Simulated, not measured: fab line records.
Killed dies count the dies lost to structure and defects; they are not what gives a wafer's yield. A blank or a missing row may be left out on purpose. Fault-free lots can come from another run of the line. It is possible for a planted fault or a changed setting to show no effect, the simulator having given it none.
The tool behind it: which one? || flow nand-harc || 33 wafers from 11 lots sampled at 5 of the route's 1302 steps

## WHAT THE GAUGES READ, wafer by wafer
NHARC_P_M1_INSPECT_27. Usual: raw-defect-count reads 305 (standard deviation 120).
{"lot": "L276", "measured": "day 6 08:47", "on": "defect-inspect-01", "raw-defect-count": "649 639 551", "flag": ""}
{"lot": "L277", "measured": "day 6 23:05", "on": "defect-inspect-01", "raw-defect-count": "301 213 311", "flag": ""}
{"lot": "L278", "measured": "day 7 01:52", "on": "defect-inspect-02", "raw-defect-count": "257 263 225", "flag": ""}
{"lot": "L281", "measured": "day 8 08:38", "on": "defect-inspect-01", "raw-defect-count": "153 144 201", "flag": ""}
{"lot": "L282", "measured": "day 8 20:03", "on": "defect-inspect-02", "raw-defect-count": "265 251 245", "flag": ""}
{"lot": "L285", "measured": "day 10 02:40", "on": "defect-inspect-01", "raw-defect-count": "239 453 332", "flag": ""}
{"lot": "L286", "measured": "day 10 16:19", "on": "defect-inspect-01", "raw-defect-count": "273 250 222", "flag": ""}
{"lot": "L289", "measured": "day 11 15:01", "on": "defect-inspect-02", "raw-defect-count": "522 460 200", "flag": ""}
{"lot": "L290", "measured": "day 12 15:24", "on": "defect-inspect-01", "raw-defect-count": "258 376 340", "flag": ""}
{"lot": "L298", "measured": "day 15 11:30", "on": "defect-inspect-02", "raw-defect-count": "226 155 169", "flag": ""}
{"lot": "L299", "measured": "day 15 18:34", "on": "defect-inspect-02", "raw-defect-count": "364 379 445", "flag": ""}

NHARC_P_M2_INSPECT_11. Usual: raw-defect-count reads 5 (standard deviation 3.1).
{"lot": "L276", "measured": "day 6 10:17", "on": "defect-inspect-02", "raw-defect-count": "8 7 12", "flag": ""}
{"lot": "L277", "measured": "day 7 00:36", "on": "defect-inspect-01", "raw-defect-count": "2 4 3", "flag": ""}
{"lot": "L278", "measured": "day 7 03:22", "on": "defect-inspect-02", "raw-defect-count": "1 4 2", "flag": ""}
{"lot": "L281", "measured": "day 8 10:09", "on": "defect-inspect-01", "raw-defect-count": "7 11 2", "flag": ""}
{"lot": "L282", "measured": "day 8 21:33", "on": "defect-inspect-02", "raw-defect-count": "4 6 4", "flag": ""}
{"lot": "L285", "measured": "day 10 04:10", "on": "defect-inspect-02", "raw-defect-count": "3 2 1", "flag": ""}
{"lot": "L286", "measured": "day 10 17:50", "on": "defect-inspect-01", "raw-defect-count": "7 1 1", "flag": ""}
{"lot": "L289", "measured": "day 11 16:32", "on": "defect-inspect-02", "raw-defect-count": "7 1 9", "flag": ""}
{"lot": "L290", "measured": "day 12 16:49", "on": "defect-inspect-01", "raw-defect-count": "2 3 2", "flag": ""}
{"lot": "L298", "measured": "day 15 12:54", "on": "defect-inspect-01", "raw-defect-count": "15 6 5", "flag": ""}
{"lot": "L299", "measured": "day 15 20:04", "on": "defect-inspect-01", "raw-defect-count": "5 5 10", "flag": ""}

NHARC_END_SORT_01. Usual: defect-limited-yield is 91.0 % with standard deviation 2.8, killed-at-array is 56 with standard deviation 19, killed-at-other is 0.6 with standard deviation 1, killed-at-periphery is 3.9 with standard deviation 2.7, killed-dies is 61 with standard deviation 19, killed-open is 3.3 with standard deviation 1.9, and killed-short is 2.4 with standard deviation 1.7.
{"lot": "L276", "measured": "day 24 14:05", "on": "prober-01", "defect-limited-yield (%)": "90.0 92.5 91.1", "killed-at-array": "59 46 46", "killed-at-other": "0 1 1", "killed-at-periphery": "9 4 13", "killed-dies": "68 51 60", "killed-open": "4 1 6", "killed-short": "2 1 3", "flag": ""}
{"lot": "L277", "measured": "day 25 09:58", "on": "prober-01", "defect-limited-yield (%)": "95.9 95.3 95.3", "killed-at-array": "26 29 26", "killed-at-other": "0 1 1", "killed-at-periphery": "2 2 5", "killed-dies": "28 32 32", "killed-open": "4 1 2", "killed-short": "0 3 0", "flag": ""}
{"lot": "L278", "measured": "day 25 04:16", "on": "prober-02", "defect-limited-yield (%)": "84.8 86.6 85.8", "killed-at-array": "97 86 93", "killed-at-other": "4 0 0", "killed-at-periphery": "2 5 3", "killed-dies": "103 91 96", "killed-open": "5 3 4", "killed-short": "4 1 4", "flag": ""}
{"lot": "L281", "measured": "day 26 15:25", "on": "prober-02", "defect-limited-yield (%)": "88.3 90.5 89.5", "killed-at-array": "72 56 63", "killed-at-other": "0 1 2", "killed-at-periphery": "7 7 6", "killed-dies": "79 64 71", "killed-open": "2 9 9", "killed-short": "3 1 5", "flag": ""}
{"lot": "L282", "measured": "day 27 21:47", "on": "prober-02", "defect-limited-yield (%)": "92.3 90.5 90.5", "killed-at-array": "51 62 64", "killed-at-other": "0 0 0", "killed-at-periphery": "1 2 0", "killed-dies": "52 64 64", "killed-open": "2 4 2", "killed-short": "4 3 4", "flag": ""}
{"lot": "L285", "measured": "day 28 06:38", "on": "prober-01", "defect-limited-yield (%)": "94.8 96.0 94.5", "killed-at-array": "33 25 32", "killed-at-other": "0 0 3", "killed-at-periphery": "2 2 2", "killed-dies": "35 27 37", "killed-open": "4 3 4", "killed-short": "3 1 1", "flag": ""}
{"lot": "L286", "measured": "day 28 18:31", "on": "prober-02", "defect-limited-yield (%)": "88.8 86.7 89.8", "killed-at-array": "71 87 65", "killed-at-other": "2 1 2", "killed-at-periphery": "3 2 2", "killed-dies": "76 90 69", "killed-open": "2 6 2", "killed-short": "4 5 0", "flag": ""}
{"lot": "L289", "measured": "day 29 11:12", "on": "prober-02", "defect-limited-yield (%)": "91.0 89.5 0.9", "killed-at-array": "55 71 58", "killed-at-other": "0 0 0", "killed-at-periphery": "6 0 613", "killed-dies": "61 71 671", "killed-open": "3 4 4", "killed-short": "1 3 3", "flag": "OFF"}
{"lot": "L290", "measured": "day 31 05:47", "on": "prober-01", "defect-limited-yield (%)": "1.2 87.9 87.9", "killed-at-array": "49 79 80", "killed-at-other": "2 1 1", "killed-at-periphery": "618 2 1", "killed-dies": "669 82 82", "killed-open": "1 3 5", "killed-short": "1 1 1", "flag": "OFF"}
{"lot": "L298", "measured": "day 33 03:29", "on": "prober-01", "defect-limited-yield (%)": "90.3 93.5 92.2", "killed-at-array": "53 37 50", "killed-at-other": "0 2 0", "killed-at-periphery": "13 5 3", "killed-dies": "66 44 53", "killed-open": "2 3 5", "killed-short": "6 0 2", "flag": ""}
{"lot": "L299", "measured": "day 33 04:50", "on": "prober-02", "defect-limited-yield (%)": "88.9 88.9 87.0", "killed-at-array": "69 75 79", "killed-at-other": "0 0 0", "killed-at-periphery": "6 0 9", "killed-dies": "75 75 88", "killed-open": "2 2 3", "killed-short": "7 6 1", "flag": ""}

## EACH LOT AND THE TOOL THAT RAN IT (in order: tool; ch and the chambers of the sampled wafers; start)
{"lot": "L276", "NHARC_P_M2_STRIP_18": "rie-diel-05 ch 0,2,3, day 6 10:44", "NHARC_P_M2_ETCH_28": "rie-diel-05 ch 0,2,3, day 6 11:01"}
{"lot": "L277", "NHARC_P_M2_STRIP_18": "rie-diel-13 ch 1,2,3, day 7 01:08", "NHARC_P_M2_ETCH_28": "rie-diel-13 ch 2,3, day 7 01:20"}
{"lot": "L278", "NHARC_P_M2_STRIP_18": "rie-diel-03 ch 0,1,2, day 7 03:53", "NHARC_P_M2_ETCH_28": "rie-diel-03 ch 0,1,2, day 7 04:06"}
{"lot": "L281", "NHARC_P_M2_STRIP_18": "rie-diel-03 ch 0,1,3, day 8 10:37", "NHARC_P_M2_ETCH_28": "rie-diel-03 ch 0,1, day 8 10:49"}
{"lot": "L282", "NHARC_P_M2_STRIP_18": "rie-diel-13 ch 1,3, day 8 22:01", "NHARC_P_M2_ETCH_28": "rie-diel-13 ch 1,2, day 8 22:14"}
{"lot": "L285", "NHARC_P_M2_STRIP_18": "rie-diel-05 ch 0,3, day 10 04:37", "NHARC_P_M2_ETCH_28": "rie-diel-05 ch 0,3, day 10 04:54"}
{"lot": "L286", "NHARC_P_M2_STRIP_18": "rie-diel-03 ch 1,3, day 10 18:19", "NHARC_P_M2_ETCH_28": "rie-diel-03 ch 0,2, day 10 18:31"}
{"lot": "L289", "NHARC_P_M2_STRIP_18": "rie-diel-13 ch 0,2,3, day 11 16:59", "NHARC_P_M2_ETCH_28": "rie-diel-13 ch 0,2,3, day 11 17:13"}
{"lot": "L290", "NHARC_P_M2_STRIP_18": "rie-diel-03 ch 0,1, day 12 17:15", "NHARC_P_M2_ETCH_28": "rie-diel-13 ch 0,2,3, day 12 17:32"}
{"lot": "L298", "NHARC_P_M2_STRIP_18": "rie-diel-03 ch 0,2,3, day 15 13:22", "NHARC_P_M2_ETCH_28": "rie-diel-03 ch 2,3, day 15 13:35"}
{"lot": "L299", "NHARC_P_M2_STRIP_18": "rie-diel-13 ch 0,1,2, day 15 20:31", "NHARC_P_M2_ETCH_28": "rie-diel-13 ch 0,1, day 15 20:45"}
- NHARC_P_M2_STRIP_18: strips in N2/H2.
- NHARC_P_M2_ETCH_28: etches the open film in CF4/N2, target depth 30 nm, time 72.99 s.

## AS READ BY THE TOOLS THEMSELVES (means over the sampled wafers that have a number; for cases with no such wafer, the mark the record gives instead)
NHARC_P_M2_STRIP_18. Usual: chamber-pressure-mTorr 29.999 mTorr, standard deviation 0.025; drypump-motor-current-A 5.8 A, standard deviation 0.41; oes-product-au 0.997 a.u., standard deviation 0.014; rf-vpp-V 90.8 V, standard deviation 1.1; showerhead-plenum-p-Torr 2.07 Torr, standard deviation 0.085; throttle-valve-pct 14.171 %, standard deviation 0.0083.
{"lot": "L276", "tool": "rie-diel-05", "chamber-pressure-mTorr (mTorr)": 30.001, "drypump-motor-current-A (A)": 5.9, "oes-product-au (a.u.)": 1.003, "rf-vpp-V (V)": 91.8, "showerhead-plenum-p-Torr (Torr)": 2.17, "throttle-valve-pct (%)": 14.175, "flag": ""}
{"lot": "L277", "tool": "rie-diel-13", "chamber-pressure-mTorr (mTorr)": 29.998, "drypump-motor-current-A (A)": 5.7, "oes-product-au (a.u.)": 1.011, "rf-vpp-V (V)": 90.6, "showerhead-plenum-p-Torr (Torr)": 2.04, "throttle-valve-pct (%)": 14.170, "flag": ""}
{"lot": "L278", "tool": "rie-diel-03", "chamber-pressure-mTorr (mTorr)": 30.001, "drypump-motor-current-A (A)": 5.9, "oes-product-au (a.u.)": 0.984, "rf-vpp-V (V)": 90.9, "showerhead-plenum-p-Torr (Torr)": 2.10, "throttle-valve-pct (%)": 14.170, "flag": ""}
{"lot": "L281", "tool": "rie-diel-03", "chamber-pressure-mTorr (mTorr)": 29.976, "drypump-motor-current-A (A)": 5.6, "oes-product-au (a.u.)": 0.995, "rf-vpp-V (V)": 90.8, "showerhead-plenum-p-Torr (Torr)": 2.07, "throttle-valve-pct (%)": 14.170, "flag": ""}
{"lot": "L282", "tool": "rie-diel-13", "chamber-pressure-mTorr (mTorr)": 29.955, "drypump-motor-current-A (A)": 5.8, "oes-product-au (a.u.)": 1.000, "rf-vpp-V (V)": 89.1, "showerhead-plenum-p-Torr (Torr)": 2.01, "throttle-valve-pct (%)": 14.170, "flag": ""}
{"lot": "L285", "tool": "rie-diel-05", "chamber-pressure-mTorr (mTorr)": 29.999, "drypump-motor-current-A (A)": 5.5, "oes-product-au (a.u.)": 1.009, "rf-vpp-V (V)": 91.1, "showerhead-plenum-p-Torr (Torr)": 2.16, "throttle-valve-pct (%)": 14.168, "flag": ""}
{"lot": "L286", "tool": "rie-diel-03", "chamber-pressure-mTorr (mTorr)": 29.991, "drypump-motor-current-A (A)": 5.9, "oes-product-au (a.u.)": 1.007, "rf-vpp-V (V)": 91.1, "showerhead-plenum-p-Torr (Torr)": 2.02, "throttle-valve-pct (%)": 14.163, "flag": ""}
{"lot": "L289", "tool": "rie-diel-13", "chamber-pressure-mTorr (mTorr)": 29.996, "drypump-motor-current-A (A)": 5.7, "oes-product-au (a.u.)": 0.995, "rf-vpp-V (V)": 90.4, "showerhead-plenum-p-Torr (Torr)": 2.00, "throttle-valve-pct (%)": 14.172, "flag": ""}
{"lot": "L290", "tool": "rie-diel-03", "chamber-pressure-mTorr (mTorr)": 29.986, "drypump-motor-current-A (A)": 5.6, "oes-product-au (a.u.)": 0.992, "rf-vpp-V (V)": 91.0, "showerhead-plenum-p-Torr (Torr)": 2.11, "throttle-valve-pct (%)": 14.170, "flag": ""}
{"lot": "L298", "tool": "rie-diel-03", "chamber-pressure-mTorr (mTorr)": 30.030, "drypump-motor-current-A (A)": 5.6, "oes-product-au (a.u.)": 0.979, "rf-vpp-V (V)": 91.5, "showerhead-plenum-p-Torr (Torr)": 2.11, "throttle-valve-pct (%)": 14.173, "flag": ""}
{"lot": "L299", "tool": "rie-diel-13", "chamber-pressure-mTorr (mTorr)": 30.000, "drypump-motor-current-A (A)": 5.8, "oes-product-au (a.u.)": 1.015, "rf-vpp-V (V)": 91.3, "showerhead-plenum-p-Torr (Torr)": 2.05, "throttle-valve-pct (%)": 14.167, "flag": ""}

NHARC_P_M2_ETCH_28. Usual: chamber-pressure-mTorr is 30.002 mTorr with standard deviation 0.026, drypump-motor-current-A is 5.8 A with standard deviation 0.4, oes-product-au is 0.997 a.u. with standard deviation 0.014, rf-vpp-V is 314.6 V with standard deviation 1.9, run-length-s is 94.2 s with standard deviation 0.5, showerhead-plenum-p-Torr is 2.66 Torr with standard deviation 0.1, and throttle-valve-pct is 19.794 % with standard deviation 0.0083.
{"lot": "L276", "tool": "rie-diel-05", "chamber-pressure-mTorr (mTorr)": 29.991, "drypump-motor-current-A (A)": 5.9, "oes-product-au (a.u.)": 1.004, "rf-vpp-V (V)": 316.4, "run-length-s (s)": 94.6, "showerhead-plenum-p-Torr (Torr)": 2.78, "throttle-valve-pct (%)": 19.802, "flag": ""}
{"lot": "L277", "tool": "rie-diel-13", "chamber-pressure-mTorr (mTorr)": 30.008, "drypump-motor-current-A (A)": 5.6, "oes-product-au (a.u.)": 1.007, "rf-vpp-V (V)": 315.7, "run-length-s (s)": 94.1, "showerhead-plenum-p-Torr (Torr)": 2.65, "throttle-valve-pct (%)": 19.785, "flag": ""}
{"lot": "L278", "tool": "rie-diel-03", "chamber-pressure-mTorr (mTorr)": 30.000, "drypump-motor-current-A (A)": 5.9, "oes-product-au (a.u.)": 0.982, "rf-vpp-V (V)": 314.9, "run-length-s (s)": 94.0, "showerhead-plenum-p-Torr (Torr)": 2.70, "throttle-valve-pct (%)": 19.800, "flag": ""}
{"lot": "L281", "tool": "rie-diel-03", "chamber-pressure-mTorr (mTorr)": 30.026, "drypump-motor-current-A (A)": 6.0, "oes-product-au (a.u.)": 0.990, "rf-vpp-V (V)": 314.7, "run-length-s (s)": 94.4, "showerhead-plenum-p-Torr (Torr)": 2.66, "throttle-valve-pct (%)": 19.788, "flag": ""}
{"lot": "L282", "tool": "rie-diel-13", "chamber-pressure-mTorr (mTorr)": 30.015, "drypump-motor-current-A (A)": 5.9, "oes-product-au (a.u.)": 1.005, "rf-vpp-V (V)": 315.0, "run-length-s (s)": 94.4, "showerhead-plenum-p-Torr (Torr)": 2.69, "throttle-valve-pct (%)": 19.801, "flag": ""}
{"lot": "L285", "tool": "rie-diel-05", "chamber-pressure-mTorr (mTorr)": 30.009, "drypump-motor-current-A (A)": 5.9, "oes-product-au (a.u.)": 1.001, "rf-vpp-V (V)": 316.2, "run-length-s (s)": 94.5, "showerhead-plenum-p-Torr (Torr)": 2.77, "throttle-valve-pct (%)": 19.796, "flag": ""}
{"lot": "L286", "tool": "rie-diel-03", "chamber-pressure-mTorr (mTorr)": 30.015, "drypump-motor-current-A (A)": 5.6, "oes-product-au (a.u.)": 0.996, "rf-vpp-V (V)": 316.4, "run-length-s (s)": 93.5, "showerhead-plenum-p-Torr (Torr)": 2.75, "throttle-valve-pct (%)": 19.804, "flag": ""}
{"lot": "L289", "tool": "rie-diel-13", "chamber-pressure-mTorr (mTorr)": 30.012, "drypump-motor-current-A (A)": 5.7, "oes-product-au (a.u.)": 0.988, "rf-vpp-V (V)": 312.8, "run-length-s (s)": 86.4, "showerhead-plenum-p-Torr (Torr)": 2.58, "throttle-valve-pct (%)": 19.797, "flag": "OFF"}
{"lot": "L290", "tool": "rie-diel-13", "chamber-pressure-mTorr (mTorr)": 30.020, "drypump-motor-current-A (A)": 5.6, "oes-product-au (a.u.)": 1.000, "rf-vpp-V (V)": 313.9, "run-length-s (s)": 86.2, "showerhead-plenum-p-Torr (Torr)": 2.58, "throttle-valve-pct (%)": 19.794, "flag": "OFF"}
{"lot": "L298", "tool": "rie-diel-03", "chamber-pressure-mTorr (mTorr)": 29.992, "drypump-motor-current-A (A)": 5.6, "oes-product-au (a.u.)": 0.989, "rf-vpp-V (V)": 314.4, "run-length-s (s)": 94.2, "showerhead-plenum-p-Torr (Torr)": 2.65, "throttle-valve-pct (%)": 19.787, "flag": ""}
{"lot": "L299", "tool": "rie-diel-13", "chamber-pressure-mTorr (mTorr)": 30.015, "drypump-motor-current-A (A)": 5.9, "oes-product-au (a.u.)": 1.002, "rf-vpp-V (V)": 313.5, "run-length-s (s)": 93.7, "showerhead-plenum-p-Torr (Torr)": 2.57, "throttle-valve-pct (%)": 19.794, "flag": ""}

## THE ANSWER, worked out from the rows above alone
Rule: a lot counts as off when the mean over its wafers that have a number is more than 3 standard deviations away from the usual mean. A lot without any number at a reading at which 4 lots or more have one is off too. Where the step has rows for the other lots, those lots are counted as sound. First the gauges in route order, then the tools' own readings, where a lot's mean is used as printed above. At the first step where some lot is off, the reading lying furthest off is the one used; lots without a number count as furthest.
Off: L289, L290 (NHARC_END_SORT_01, killed-at-periphery).
A tool fits if, at a process step before that reading, it ran every lot that is off, and no sound lot after the first of them. The gauges at NHARC_END_SORT_01 aren't tried: what is off there is off at NHARC_P_M2_ETCH_28 too, on other tools, and a gauge's error can't cause that. Not one of the candidates tried fits.

## WHAT THE SIMULATOR HAD INSERTED
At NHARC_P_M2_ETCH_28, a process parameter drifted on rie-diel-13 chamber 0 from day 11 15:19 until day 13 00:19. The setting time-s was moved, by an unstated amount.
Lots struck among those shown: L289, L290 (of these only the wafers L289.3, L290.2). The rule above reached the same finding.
